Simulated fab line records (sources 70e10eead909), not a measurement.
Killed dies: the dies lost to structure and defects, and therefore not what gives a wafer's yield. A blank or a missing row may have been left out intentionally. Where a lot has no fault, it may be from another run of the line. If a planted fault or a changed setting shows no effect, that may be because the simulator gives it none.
Struck lot and sound lot, side by side / flow nand_harc / 44 steps out of a route of 1159
Sound: these wafers, L933.1, L933.3, L933.6. Struck: wafers L937.2, L937.4, L937.6. At the end, the cause is stated.
At each step with rows: each side's tool, then ch and its chambers, then its first start. Under that, the readings that differ: sound wafers / struck wafers / difference of the means / sigmas: that difference in standard deviations of wafers without a fault.
alike: readings with means less than 2 such deviations apart, plus words and numbers identical on both sides. not compared: withheld readings, readings lacking a value on some wafer, bounds such as >300 that could conceal the same value, and numbers that have no deviation in the record and whose values overlap.
The two part at a step that has a row with sigmas, a row that says differs or no value, or rows on one side only. Numbers that have no deviation but don't overlap get no sigmas and don't part them. A reading that every wafer of one side lacks parts them only if that side has two wafers or more.

NHARC_P_GATE_HM_OPEN_105: chemistry O2/COS, target depth 360 nm.
  sound on rie_diel-12 ch 1,2,3; struck on rie_diel-12 ch 0,1,2
  alike: drypump_motor_current_A, oes_product_au, rf_vpp_V, showerhead_plenum_p_Torr, throttle_valve_pct
  not compared: rf_hours_counter_h
then, 3 steps without rows for these wafers: NHARC_P_GATE_STRIP_106 (strips in O2/COS); NHARC_P_GATE_ETCH_114 (etches the open film in CF4/O2, target depth 30 nm, overetch 3 nm, time 16.5 s); NHARC_P_GATE_ETCH_32 (etches the open film in HBr/Cl2, target depth 150 nm, time 100.1 s).
NHARC_P_GATE_STRIP_108: strips in O2.
  sound on rie_diel-12 ch 0,2, day 4 17:12; struck on rie_diel-12 ch 1,2, day 5 17:17
reading=throttle_valve_pct (%); sound=17.027 17.048 17.011; struck=17.042 17.048 17.055; difference=+0.020; sigmas=+2
  alike: drypump_motor_current_A, oes_product_au, rf_vpp_V, showerhead_plenum_p_Torr
  not compared: rf_hours_counter_h
NHARC_P_GATE_CD_MEAS_33:
  sound on cd_sem-03, day 4 17:22; struck on cd_sem-01, day 5 17:30
  alike: cd_nm
then, 6 steps without rows for these wafers: NHARC_P_GATE_STRIP_35 (strips in SPM, time 600 s); NHARC_P_GATE_PRECLEAN_73 (cleans in SC1); NHARC_P_GATE_SRD_74; NHARC_P_GATE_ALD_36 (deposits SiNx, target thk 20 nm, pulse time 60 s, ald cycles 223); NHARC_P_GATE_ETCHBACK_37 (etches the open film in CHF3/O2, target depth 34.5 nm, time 17.2 s); NHARC_P_GATE_STRIP_101 (strips in O2, time 20 s).
NHARC_P_GATE_PRECLEAN_97: cleans in SPM, time 600 s.
  sound on wet_bench-09 ch 1,4,6, day 5 03:35; struck on wet_bench-09 ch 1,4,7, day 6 03:40
then, 11 steps without rows for these wafers: NHARC_P_GATE_SRD_98; NHARC_P_GATE_PRECLEAN_99 (cleans in SC1); NHARC_P_GATE_SRD_100; NHARC_P_GATE_DEHYDRATE_38 (time 120 s); NHARC_P_GATE_HMDS_39 (time 30 s); NHARC_P_GATE_COAT_40; NHARC_P_GATE_SOFTBAKE_41 (time 95 s); NHARC_P_GATE_EBR_42; NHARC_P_GATE_EXPOSE_43 (exposes mask P NSD, target cd 720 nm); NHARC_P_GATE_PEB_44 (peb time 85 s); NHARC_P_GATE_DEVELOP_45 (time 70 s).
NHARC_P_GATE_CD_MEAS_46 targets a cd of 720 nm.
  sound on cd_sem-01 ch 0, day 5 04:25; struck on cd_sem-02 ch 0, day 6 04:31
  alike: cd_nm
then, 1 step without rows for these wafers: NHARC_P_GATE_HARDBAKE_47 (time 80 s).
NHARC_P_GATE_DESCUM_48: chemistry O2, time 3 s.
  sound on rie_diel-12 ch 0,1,3, day 5 04:37; struck on rie_diel-10 ch 1,2, day 6 04:41
reading=rf_vpp_V (V); sound=58.5 57.5 58.3; struck=55.3 56.5 56.7; difference=-1.9; sigmas=-2
  alike: drypump_motor_current_A, oes_product_au, showerhead_plenum_p_Torr, throttle_valve_pct
  not compared: rf_hours_counter_h
then, 2 steps without rows for these wafers: NHARC_P_GATE_IMPLANT_49; NHARC_P_GATE_STRIP_111 (strips in N2/H2, time 250 s).
NHARC_P_GATE_STRIP_75: strips in O2.
  sound on plasma_asher-02 ch 0,1, day 5 05:17; struck on plasma_asher-01 ch 0,1, day 6 05:30
  alike: drypump_motor_current_A, heater_power_w
  not compared: rf_hours_counter_h
then, 9 steps without rows for these wafers: NHARC_P_GATE_STRIP_50 (strips in SPM, time 900 s); NHARC_P_GATE_DEHYDRATE_51 (time 120 s); NHARC_P_GATE_HMDS_52 (time 30 s); NHARC_P_GATE_COAT_53; NHARC_P_GATE_SOFTBAKE_54 (time 95 s); NHARC_P_GATE_EBR_55; NHARC_P_GATE_EXPOSE_56 (exposes mask P PSD, target cd 720 nm); NHARC_P_GATE_PEB_57 (peb time 85 s); NHARC_P_GATE_DEVELOP_58 (time 70 s).
NHARC_P_GATE_CD_MEAS_59 targets a cd of 720 nm.
  sound on cd_sem-03 ch 0, day 5 06:16; struck on cd_sem-01 ch 0, day 6 06:19
  alike: cd_nm
then, 1 step without rows for these wafers: NHARC_P_GATE_HARDBAKE_60 (time 80 s).
NHARC_P_GATE_DESCUM_61: chemistry O2, time 3 s.
  sound on rie_diel-12 ch 0,2,3, day 5 06:28; struck on rie_diel-13 ch 1,2,3, day 6 06:30
  alike: drypump_motor_current_A, oes_product_au, rf_vpp_V, showerhead_plenum_p_Torr, throttle_valve_pct
  not compared: rf_hours_counter_h
NHARC_P_GATE_INSPECT_68:
  sound on defect_inspect-01, day 5 11:23; struck on defect_inspect-02, day 6 11:06
reading=raw_defect_count; sound=147 223 355; struck=562 469 538; difference=+281; sigmas=+3
-- record jumps: 14 days between struck wafers' starts before vs after; left off in module P_GATE, resumes in module END, first step shown is number 1159 of the route --
NHARC_END_SORT_01:
  here the record holds rows for the struck wafers (prober-02 ch 0, day 20 07:08) but none for the sound ones

== WHERE THEY PART ==
At NHARC_P_GATE_STRIP_108 first; at NHARC_END_SORT_01 last (within this record only).

WHY: whatever the simulator had introduced
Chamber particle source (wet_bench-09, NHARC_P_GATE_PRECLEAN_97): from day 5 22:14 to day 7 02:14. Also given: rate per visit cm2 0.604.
